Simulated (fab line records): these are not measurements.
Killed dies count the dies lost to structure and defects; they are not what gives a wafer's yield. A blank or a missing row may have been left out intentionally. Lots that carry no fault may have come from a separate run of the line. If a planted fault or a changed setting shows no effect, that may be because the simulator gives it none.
fab line records :: flow n5-finfet
[record]
  lots = 6
  wafers = 16
  last-day = 19
route steps=1938 shown WELL_APT@29 BEOL_M4@1111
lots with no fault: from the same line, run without faults
start-h: hours from the record's first day to the start of the lot's first wafer shown :: wait-h: time in hours since the lot's previous step :: " same as the row above :: L1.1+2: several wafers, shown together as one row :: - no value, or no start was given :: * or withheld: withheld :: < > ~ a bound
route shown NAME@n: names a module that has steps shown in the file, with the first one's number in the route :: usual: mean and standard deviation over wafers with no fault :: same: alike in all rows :: chamber/n: place in a boat :: sites: the reading at each site :: _std_site: how widely they spread, as a standard deviation :: _edge_site: outer sites' mean less inner sites' :: radius-mm: how far each site lies from the wafer's centre :: mask NAME#n: copy n :: behind: the last tool/chamber to shape the wafer :: hold: the reason the lot was held/the length of the hold in hours/how it ended :: device: names the non-switching transistor (n, p or np) :: end of line: the route-end tests of the same wafers :: where a step has no rows: the recipe by itself :: killed: dies that structure and defects cost at the first sort, which is not the same as the wafer's yield :: map: shows each die of a wafer: x if killed, . if not, _ if none is there
set.NAME: the setting that was run; set.NAME@STEP: the one run at that earlier step :: model.NAME: the simulator's own value behind a step, which no gauge read
lots at some steps of the route; a table a step, a row a wafer
services: from which hour (start-h, from the record's first day; less than 0 if before it) a tool's chamber was out of use, for how many hours, and why
[[steps]]
[step N5_WELL_APT_OVL_MEAS_09]
[recipe]
  points-per-wafer = 44
[usual]
  NWELL_OVL = 1/5.6
lot.wafer: L190.2
tool: overlay-02
chamber: 0
start-h: 13.66
wait-h: 0.0
NWELL_OVL[nm]: 6

lot.wafer: L190.3
tool: overlay-02
chamber: 0
start-h: 13.66
wait-h: 0.0
NWELL_OVL[nm]: 8

lot.wafer: L190.4
tool: overlay-02
chamber: 0
start-h: 13.66
wait-h: 0.0
NWELL_OVL[nm]: 2

lot.wafer: L194.1
tool: overlay-01
chamber: 0
start-h: 37.74
wait-h: 0.0
NWELL_OVL[nm]: -2

lot.wafer: L194.2
tool: overlay-01
chamber: 0
start-h: 37.74
wait-h: 0.0
NWELL_OVL[nm]: 2

lot.wafer: L198.1
tool: overlay-01
chamber: 0
start-h: 61.73
wait-h: 0.0
NWELL_OVL[nm]: -1

lot.wafer: L198.4
tool: overlay-01
chamber: 0
start-h: 61.73
wait-h: 0.0
NWELL_OVL[nm]: 6

lot.wafer: L198.5
tool: overlay-01
chamber: 0
start-h: 61.73
wait-h: 0.0
NWELL_OVL[nm]: 2

lot.wafer: L210.1
tool: overlay-02
chamber: 0
start-h: 133.72
wait-h: 0.0
NWELL_OVL[nm]: 3

lot.wafer: L210.4
tool: overlay-02
chamber: 0
start-h: 133.72
wait-h: 0.0
NWELL_OVL[nm]: 0

lot.wafer: L212.2
tool: overlay-02
chamber: 0
start-h: 145.86
wait-h: 0.0
NWELL_OVL[nm]: 1

lot.wafer: L212.4
tool: overlay-02
chamber: 0
start-h: 145.86
wait-h: 0.0
NWELL_OVL[nm]: -5

lot.wafer: L212.6
tool: overlay-02
chamber: 0
start-h: 145.86
wait-h: 0.0
NWELL_OVL[nm]: -10

lot.wafer: L213.1
tool: overlay-02
chamber: 0
start-h: 151.84
wait-h: 0.0
NWELL_OVL[nm]: 7

lot.wafer: L213.2
tool: overlay-02
chamber: 0
start-h: 151.84
wait-h: 0.0
NWELL_OVL[nm]: -2

lot.wafer: L213.6
tool: overlay-02
chamber: 0
start-h: 151.84
wait-h: 0.0
NWELL_OVL[nm]: 8
[step N5_WELL_APT_INSPECT_10]
[recipe]
  mode = adi
  inspect-instrument = macro
[usual]
  raw-defect-count = 2.1/1.3
lot.wafer: L190.2
tool: defect-inspect-02
chamber: -
start-h: 13.68
wait-h: 0.0
raw-defect-count: 2

lot.wafer: L190.3
tool: defect-inspect-02
chamber: -
start-h: 13.68
wait-h: 0.0
raw-defect-count: 0

lot.wafer: L190.4
tool: defect-inspect-02
chamber: -
start-h: 13.68
wait-h: 0.0
raw-defect-count: 2

lot.wafer: L194.1
tool: defect-inspect-02
chamber: -
start-h: 37.77
wait-h: 0.0
raw-defect-count: 2

lot.wafer: L194.2
tool: defect-inspect-02
chamber: -
start-h: 37.77
wait-h: 0.0
raw-defect-count: 1

lot.wafer: L198.1
tool: defect-inspect-01
chamber: -
start-h: 61.76
wait-h: 0.0
raw-defect-count: 2

lot.wafer: L198.4
tool: defect-inspect-01
chamber: -
start-h: 61.76
wait-h: 0.0
raw-defect-count: 3

lot.wafer: L198.5
tool: defect-inspect-01
chamber: -
start-h: 61.76
wait-h: 0.0
raw-defect-count: 3

lot.wafer: L210.1
tool: defect-inspect-01
chamber: -
start-h: 133.74
wait-h: 0.0
raw-defect-count: 3

lot.wafer: L210.4
tool: defect-inspect-01
chamber: -
start-h: 133.74
wait-h: 0.0
raw-defect-count: 1

lot.wafer: L212.2
tool: defect-inspect-02
chamber: -
start-h: 145.89
wait-h: 0.0
raw-defect-count: 4

lot.wafer: L212.4
tool: defect-inspect-02
chamber: -
start-h: 145.89
wait-h: 0.0
raw-defect-count: 2

lot.wafer: L212.6
tool: defect-inspect-02
chamber: -
start-h: 145.89
wait-h: 0.0
raw-defect-count: 3

lot.wafer: L213.1
tool: defect-inspect-01
chamber: -
start-h: 151.86
wait-h: 0.0
raw-defect-count: 2

lot.wafer: L213.2
tool: defect-inspect-01
chamber: -
start-h: 151.86
wait-h: 0.0
raw-defect-count: 1

lot.wafer: L213.6
tool: defect-inspect-01
chamber: -
start-h: 151.86
wait-h: 0.0
raw-defect-count: 1
[step N5_WELL_APT_DESCUM_13]
[recipe]
  chemistry = O2
  time-s = 7.9
  source-power-w = 50
  bias-power-w = 20
  pressure-mtorr = 20
  rf-frequency-hz = 2.712e+07
  temp-c = 40
  o2-flow-sccm = 225
[usual]
  drypump-motor-current-A = 5.6/0.51
  oes-product-au = 0.78/0.082
  rf-vpp-V = 243.5/1.1
  showerhead-plenum-p-Torr = 2.12/0.062
  throttle-valve-pct = 20.4/0.33
[same]
  time-s = 7.9
lot.wafer: L190.2
tool: rie-diel-02
chamber: 3
start-h: 13.71
wait-h: 0.0
drypump-motor-current-A: 5.3
oes-product-au: 0.71
rf-hours-counter-h: 196
rf-vpp-V: 244.3
showerhead-plenum-p-Torr: 2.18
throttle-valve-pct: 20.8

lot.wafer: L190.3
tool: rie-diel-02
chamber: 1
start-h: 13.71
wait-h: 0.0
drypump-motor-current-A: 5.7
oes-product-au: 0.84
rf-hours-counter-h: 75
rf-vpp-V: 243.0
showerhead-plenum-p-Torr: 2.14
throttle-valve-pct: 20.7

lot.wafer: L190.4
tool: rie-diel-02
chamber: 2
start-h: 13.71
wait-h: 0.0
drypump-motor-current-A: 5.1
oes-product-au: 0.75
rf-hours-counter-h: 136
rf-vpp-V: 244.3
showerhead-plenum-p-Torr: 2.19
throttle-valve-pct: 20.5

lot.wafer: L194.1
tool: rie-diel-05
chamber: 3
start-h: 37.80
wait-h: 0.0
drypump-motor-current-A: 5.6
oes-product-au: 0.73
rf-hours-counter-h: 192
rf-vpp-V: 244.9
showerhead-plenum-p-Torr: 2.18
throttle-valve-pct: 20.5

lot.wafer: L194.2
tool: rie-diel-05
chamber: 2
start-h: 37.80
wait-h: 0.0
drypump-motor-current-A: 5.9
oes-product-au: 0.94
rf-hours-counter-h: 7
rf-vpp-V: 241.5
showerhead-plenum-p-Torr: 2.06
throttle-valve-pct: 20.1

lot.wafer: L198.1
tool: rie-diel-05
chamber: 0
start-h: 61.80
wait-h: 0.0
drypump-motor-current-A: 6.3
oes-product-au: 0.84
rf-hours-counter-h: 80
rf-vpp-V: 241.7
showerhead-plenum-p-Torr: 2.00
throttle-valve-pct: 20.0

lot.wafer: L198.4
tool: rie-diel-05
chamber: 3
start-h: 61.80
wait-h: 0.0
drypump-motor-current-A: 5.6
oes-product-au: 0.72
rf-hours-counter-h: 197
rf-vpp-V: 243.3
showerhead-plenum-p-Torr: 2.18
throttle-valve-pct: 20.5

lot.wafer: L198.5
tool: rie-diel-05
chamber: 3
start-h: 61.80
wait-h: 0.0
drypump-motor-current-A: 5.6
oes-product-au: 0.72
rf-hours-counter-h: -
rf-vpp-V: 244.3
showerhead-plenum-p-Torr: 2.18
throttle-valve-pct: 20.5

lot.wafer: L210.1
tool: rie-diel-02
chamber: 3
start-h: 133.78
wait-h: 0.0
drypump-motor-current-A: 5.3
oes-product-au: 0.68
rf-hours-counter-h: 234
rf-vpp-V: 244.3
showerhead-plenum-p-Torr: 2.17
throttle-valve-pct: 20.8

lot.wafer: L210.4
tool: rie-diel-02
chamber: 2
start-h: 133.78
wait-h: 0.0
drypump-motor-current-A: 5.1
oes-product-au: 0.71
rf-hours-counter-h: 178
rf-vpp-V: 245.8
showerhead-plenum-p-Torr: 2.18
throttle-valve-pct: 20.6

lot.wafer: L212.2
tool: rie-diel-05
chamber: 2
start-h: 145.99
wait-h: 0.1
drypump-motor-current-A: 5.9
oes-product-au: 0.87
rf-hours-counter-h: 45
rf-vpp-V: 243.0
showerhead-plenum-p-Torr: 2.05
throttle-valve-pct: 20.2

lot.wafer: L212.4
tool: rie-diel-05
chamber: 0
start-h: 145.99
wait-h: 0.1
drypump-motor-current-A: 6.3
oes-product-au: 0.82
rf-hours-counter-h: 105
rf-vpp-V: 242.0
showerhead-plenum-p-Torr: 1.99
throttle-valve-pct: 20.0

lot.wafer: L212.6
tool: rie-diel-05
chamber: 1
start-h: 145.99
wait-h: 0.1
drypump-motor-current-A: 4.9
oes-product-au: 0.72
rf-hours-counter-h: -
rf-vpp-V: 242.9
showerhead-plenum-p-Torr: 2.09
throttle-valve-pct: 20.2

lot.wafer: L213.1
tool: rie-diel-02
chamber: 1
start-h: 151.91
wait-h: 0.0
drypump-motor-current-A: 5.8
oes-product-au: 0.78
rf-hours-counter-h: 125
rf-vpp-V: 242.7
showerhead-plenum-p-Torr: 2.12
throttle-valve-pct: 20.8

lot.wafer: L213.2
tool: rie-diel-02
chamber: 3
start-h: 151.91
wait-h: 0.0
drypump-motor-current-A: 5.3
oes-product-au: 0.68
rf-hours-counter-h: 241
rf-vpp-V: 243.4
showerhead-plenum-p-Torr: 2.16
throttle-valve-pct: 20.8

lot.wafer: L213.6
tool: rie-diel-02
chamber: 2
start-h: 151.91
wait-h: 0.0
drypump-motor-current-A: 5.1
oes-product-au: 0.70
rf-hours-counter-h: -
rf-vpp-V: 244.0
showerhead-plenum-p-Torr: 2.17
throttle-valve-pct: 20.6
[step N5_WELL_APT_IMPLANT_14]
[recipe]
  species = P
  energy-kev = 160
  dose-cm2 = 1.5e+13
  tilt-deg = 0
  rotation-deg = 0
[step N5_WELL_APT_IMPLANT_15]
[recipe]
  species = As
  energy-kev = 25
  dose-cm2 = 1.5e+13
  tilt-deg = 0
  rotation-deg = 0
[step N5_WELL_APT_STRIP_16]
[recipe]
  chemistry = SPM
  time-s = 900
  temp-c = 130
  h2so4-h2o2-vol-ratio = 4
  dry = ipa-marangoni
[step N5_WELL_APT_HMDS_18]
[recipe]
  time-s = 60
  temp-c = 120
[step N5_WELL_APT_COAT_19]
[recipe]
  spin-rpm = 1357
  resist-thk-nm = 950
[step N5_WELL_APT_EBR_21]
[recipe]
  solvent = PGMEA
  ebr-width-mm = 1.5
[step N5_WELL_APT_SOFTBAKE_20]
[recipe]
  temp-c = 130
  time-s = 60
[step N5_WELL_APT_EXPOSE_22]
[recipe]
  mask-id = PWELL
  na = 0.8
  source-shape = conventional
  sigma-outer = 0.8
  polarization = unpolarized
  defocus-nm = 0
  target-cd-nm = 200
  dose-mj = 23.2
[step N5_WELL_APT_PEB_23]
[recipe]
  peb-temp-c = 130
  peb-time-s = 90
[step N5_WELL_APT_DEVELOP_24]
[recipe]
  develop-time-s = 45
  rinse-liquid = surfactant-rinse
  dry = air-spin
  dev-temp-c = 21
[usual]
  resist-line-temp-C = 23.01/0.11
lot.wafer: L190.2
tool: litho-track-04
chamber: 0
start-h: 14.78
wait-h: -
resist-line-temp-C: 23.16
model.WELL_APT.cd-nm: 202.8

lot.wafer: L190.3
tool: litho-track-04
chamber: 0
start-h: 14.78
wait-h: -
resist-line-temp-C: 23.11
model.WELL_APT.cd-nm: 203.4

lot.wafer: L190.4
tool: litho-track-04
chamber: 0
start-h: 14.78
wait-h: -
resist-line-temp-C: 23.08
model.WELL_APT.cd-nm: 201

lot.wafer: L194.1
tool: litho-track-03
chamber: 0
start-h: 38.72
wait-h: -
resist-line-temp-C: 22.84
model.WELL_APT.cd-nm: 199.5

lot.wafer: L194.2
tool: litho-track-03
chamber: 0
start-h: 38.72
wait-h: -
resist-line-temp-C: 22.77
model.WELL_APT.cd-nm: 201.3

lot.wafer: L198.1
tool: litho-track-03
chamber: 0
start-h: 62.84
wait-h: -
resist-line-temp-C: 23.12
model.WELL_APT.cd-nm: 199.5

lot.wafer: L198.4
tool: litho-track-03
chamber: 0
start-h: 62.84
wait-h: -
resist-line-temp-C: 23.21
model.WELL_APT.cd-nm: 201.9

lot.wafer: L198.5
tool: litho-track-03
chamber: 0
start-h: 62.84
wait-h: -
resist-line-temp-C: 23.30
model.WELL_APT.cd-nm: 200.1

lot.wafer: L210.1
tool: litho-track-03
chamber: 0
start-h: 134.83
wait-h: -
resist-line-temp-C: 23.09
model.WELL_APT.cd-nm: 200.2

lot.wafer: L210.4
tool: litho-track-03
chamber: 0
start-h: 134.83
wait-h: -
resist-line-temp-C: 23.06
model.WELL_APT.cd-nm: 202.5

lot.wafer: L212.2
tool: litho-track-03
chamber: 0
start-h: 146.91
wait-h: -
resist-line-temp-C: 22.93
model.WELL_APT.cd-nm: 201.9

lot.wafer: L212.4
tool: litho-track-03
chamber: 0
start-h: 146.91
wait-h: -
resist-line-temp-C: 23.06
model.WELL_APT.cd-nm: 203

lot.wafer: L212.6
tool: litho-track-03
chamber: 0
start-h: 146.91
wait-h: -
resist-line-temp-C: 23.04
model.WELL_APT.cd-nm: 201.3

lot.wafer: L213.1
tool: litho-track-03
chamber: 0
start-h: 152.97
wait-h: -
resist-line-temp-C: 22.95
model.WELL_APT.cd-nm: 199.8

lot.wafer: L213.2
tool: litho-track-03
chamber: 0
start-h: 152.97
wait-h: -
resist-line-temp-C: 23.06
model.WELL_APT.cd-nm: 198.2

lot.wafer: L213.6
tool: litho-track-03
chamber: 0
start-h: 152.97
wait-h: -
resist-line-temp-C: 23.01
model.WELL_APT.cd-nm: 202.3
[step N5_WELL_APT_HARDBAKE_29]
[recipe]
  temp-c = 130
  time-s = 120
[step N5_BEOL_M4_RC_MEAS_101]
[usual]
  DIBL_N = 36.5/2.2
  DIBL_P = 36.9/2.9
  IOFF_N = 0.17/0.044
  IOFF_P = 0.22/0.052
  ION_N = 671/16
  ION_P = 461/10
  SS_N = 71.6/0.73
  SS_P = 73.5/0.79
  VT_N = 250/4.1
  VT_P = -250/4.1
lot.wafer: L190.2
tool: prober-01
chamber: 0
start-h: 178.79
wait-h: 0.2
DIBL_N[mV/V]: 33.2
DIBL_P[mV/V]: 33.3
IOFF_N[nA/um]: 0.11
IOFF_P[nA/um]: 0.14
ION_N[uA/um]: 671
ION_P[uA/um]: 456
SS_N[mV/dec]: 70.3
SS_P[mV/dec]: 72.2
VT_N[mV]: 254
VT_P[mV]: -258

lot.wafer: L190.3
tool: prober-01
chamber: 0
start-h: 178.79
wait-h: 0.2
DIBL_N[mV/V]: 31.7
DIBL_P[mV/V]: 33.4
IOFF_N[nA/um]: 0.09
IOFF_P[nA/um]: 0.14
ION_N[uA/um]: 645
ION_P[uA/um]: 451
SS_N[mV/dec]: 69.8
SS_P[mV/dec]: 72.1
VT_N[mV]: 259
VT_P[mV]: -257

lot.wafer: L190.4
tool: prober-01
chamber: 0
start-h: 178.79
wait-h: 0.2
DIBL_N[mV/V]: 34.6
DIBL_P[mV/V]: 33.1
IOFF_N[nA/um]: 0.12
IOFF_P[nA/um]: 0.13
ION_N[uA/um]: 650
ION_P[uA/um]: 444
SS_N[mV/dec]: 71.3
SS_P[mV/dec]: 72.3
VT_N[mV]: 257
VT_P[mV]: -260

lot.wafer: L194.1
tool: prober-02
chamber: 0
start-h: 209.09
wait-h: 0.0
DIBL_N[mV/V]: 38.2
DIBL_P[mV/V]: 39.6
IOFF_N[nA/um]: 0.18
IOFF_P[nA/um]: 0.26
ION_N[uA/um]: 680
ION_P[uA/um]: 466
SS_N[mV/dec]: 72.3
SS_P[mV/dec]: 73.7
VT_N[mV]: 249
VT_P[mV]: -248

lot.wafer: L194.2
tool: prober-02
chamber: 0
start-h: 209.09
wait-h: 0.0
DIBL_N[mV/V]: 34.1
DIBL_P[mV/V]: 35.2
IOFF_N[nA/um]: 0.11
IOFF_P[nA/um]: 0.19
ION_N[uA/um]: 649
ION_P[uA/um]: 460
SS_N[mV/dec]: 71.7
SS_P[mV/dec]: 72.8
VT_N[mV]: 255
VT_P[mV]: -250

lot.wafer: L198.1
tool: prober-01
chamber: 0
start-h: 242.65
wait-h: 0.0
DIBL_N[mV/V]: 32.0
DIBL_P[mV/V]: 31.8
IOFF_N[nA/um]: 0.10
IOFF_P[nA/um]: 0.14
ION_N[uA/um]: 651
ION_P[uA/um]: 451
SS_N[mV/dec]: 70.6
SS_P[mV/dec]: 72.5
VT_N[mV]: 255
VT_P[mV]: -256

lot.wafer: L198.4
tool: prober-01
chamber: 0
start-h: 242.65
wait-h: 0.0
DIBL_N[mV/V]: 35.1
DIBL_P[mV/V]: 36.3
IOFF_N[nA/um]: 0.14
IOFF_P[nA/um]: 0.19
ION_N[uA/um]: 669
ION_P[uA/um]: 458
SS_N[mV/dec]: 71.9
SS_P[mV/dec]: 73.4
VT_N[mV]: 251
VT_P[mV]: -255

lot.wafer: L198.5
tool: prober-01
chamber: 0
start-h: 242.65
wait-h: 0.0
DIBL_N[mV/V]: 35.2
DIBL_P[mV/V]: 36.5
IOFF_N[nA/um]: 0.14
IOFF_P[nA/um]: 0.21
ION_N[uA/um]: 673
ION_P[uA/um]: 462
SS_N[mV/dec]: 71.9
SS_P[mV/dec]: 72.9
VT_N[mV]: 251
VT_P[mV]: -249

lot.wafer: L210.1
tool: prober-02
chamber: 0
start-h: 315.57
wait-h: 0.0
DIBL_N[mV/V]: 37.2
DIBL_P[mV/V]: 37.1
IOFF_N[nA/um]: 0.19
IOFF_P[nA/um]: 0.28
ION_N[uA/um]: 680
ION_P[uA/um]: 470
SS_N[mV/dec]: 71.5
SS_P[mV/dec]: 74.5
VT_N[mV]: 248
VT_P[mV]: -243

lot.wafer: L210.4
tool: prober-02
chamber: 0
start-h: 315.57
wait-h: 0.0
DIBL_N[mV/V]: 37.0
DIBL_P[mV/V]: 37.2
IOFF_N[nA/um]: 0.19
IOFF_P[nA/um]: 0.28
ION_N[uA/um]: 690
ION_P[uA/um]: 481
SS_N[mV/dec]: 71.4
SS_P[mV/dec]: 74.3
VT_N[mV]: 248
VT_P[mV]: -241

lot.wafer: L212.2
tool: prober-01
chamber: 0
start-h: 317.98
wait-h: 0.2
DIBL_N[mV/V]: 39.2
DIBL_P[mV/V]: 40.9
IOFF_N[nA/um]: 0.21
IOFF_P[nA/um]: 0.29
ION_N[uA/um]: 694
ION_P[uA/um]: 475
SS_N[mV/dec]: 72.2
SS_P[mV/dec]: 74.2
VT_N[mV]: 245
VT_P[mV]: -246

lot.wafer: L212.4
tool: prober-01
chamber: 0
start-h: 317.98
wait-h: 0.2
DIBL_N[mV/V]: 36.9
DIBL_P[mV/V]: 36.9
IOFF_N[nA/um]: 0.14
IOFF_P[nA/um]: 0.21
ION_N[uA/um]: 658
ION_P[uA/um]: 456
SS_N[mV/dec]: 71.6
SS_P[mV/dec]: 73.0
VT_N[mV]: 253
VT_P[mV]: -251

lot.wafer: L212.6
tool: prober-01
chamber: 0
start-h: 317.98
wait-h: 0.2
DIBL_N[mV/V]: 37.1
DIBL_P[mV/V]: 37.6
IOFF_N[nA/um]: 0.17
IOFF_P[nA/um]: 0.21
ION_N[uA/um]: 679
ION_P[uA/um]: 466
SS_N[mV/dec]: 72.3
SS_P[mV/dec]: 73.8
VT_N[mV]: 248
VT_P[mV]: -251

lot.wafer: L213.1
tool: prober-01
chamber: 0
start-h: 340.34
wait-h: 0.0
DIBL_N[mV/V]: 39.0
DIBL_P[mV/V]: 41.7
IOFF_N[nA/um]: 0.23
IOFF_P[nA/um]: 0.29
ION_N[uA/um]: 690
ION_P[uA/um]: 480
SS_N[mV/dec]: 73.1
SS_P[mV/dec]: 74.8
VT_N[mV]: 244
VT_P[mV]: -245

lot.wafer: L213.2
tool: prober-01
chamber: 0
start-h: 340.34
wait-h: 0.0
DIBL_N[mV/V]: 36.1
DIBL_P[mV/V]: 36.9
IOFF_N[nA/um]: 0.15
IOFF_P[nA/um]: 0.20
ION_N[uA/um]: 665
ION_P[uA/um]: 458
SS_N[mV/dec]: 72.1
SS_P[mV/dec]: 73.8
VT_N[mV]: 252
VT_P[mV]: -250

lot.wafer: L213.6
tool: prober-01
chamber: 0
start-h: 340.34
wait-h: 0.0
DIBL_N[mV/V]: 36.4
DIBL_P[mV/V]: 37.6
IOFF_N[nA/um]: 0.15
IOFF_P[nA/um]: 0.21
ION_N[uA/um]: 662
ION_P[uA/um]: 450
SS_N[mV/dec]: 71.4
SS_P[mV/dec]: 73.3
VT_N[mV]: 248
VT_P[mV]: -250
[[services]]
tool: rie-diel-05
chamber: 2
start-h: 0.09
hours: -
kind: clean

tool: rie-diel-05
chamber: 2
start-h: 0.09
hours: -
kind: consumable-replace:focus-ring

tool: rie-diel-05
chamber: 2
start-h: 0.09
hours: 17.7
kind: scheduled-down

tool: rie-diel-05
chamber: 2
start-h: 0.09
hours: 17.7
kind: vent-cycle

tool: rie-diel-05
chamber: -
start-h: 5.20
hours: 0.2
kind: repair

tool: rie-diel-02
chamber: 3
start-h: 24.79
hours: 6.3
kind: repair

tool: rie-diel-05
chamber: 3
start-h: 39.99
hours: 7.1
kind: repair

tool: rie-diel-02
chamber: 3
start-h: 42.32
hours: 4.4
kind: repair

tool: litho-track-04
chamber: -
start-h: 56.20
hours: -
kind: consumable-replace:filter

tool: rie-diel-05
chamber: 1
start-h: 121.32
hours: 1.8
kind: repair
[[key]]
first-sign none at tools or gauges
[model-effect]
  step = N5_WELL_APT_DEVELOP_24
  value = WELL_APT.cd-nm
  without = 198.4
  struck = 200.5
met-at N5_WELL_APT_DEVELOP_24
struck-wafers L194.1,L194.2,L198.1,L198.4,L198.5
[fault]
  kind = process-parameter-drift
  tool = litho-track-03
  chamber = -
  onset-h = 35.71
  steps = N5_WELL_APT_DEVELOP_24
  channel = develop-time-s
  offset = *
  shape = step
  end-h = 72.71
  acts-in = *
  stated = *
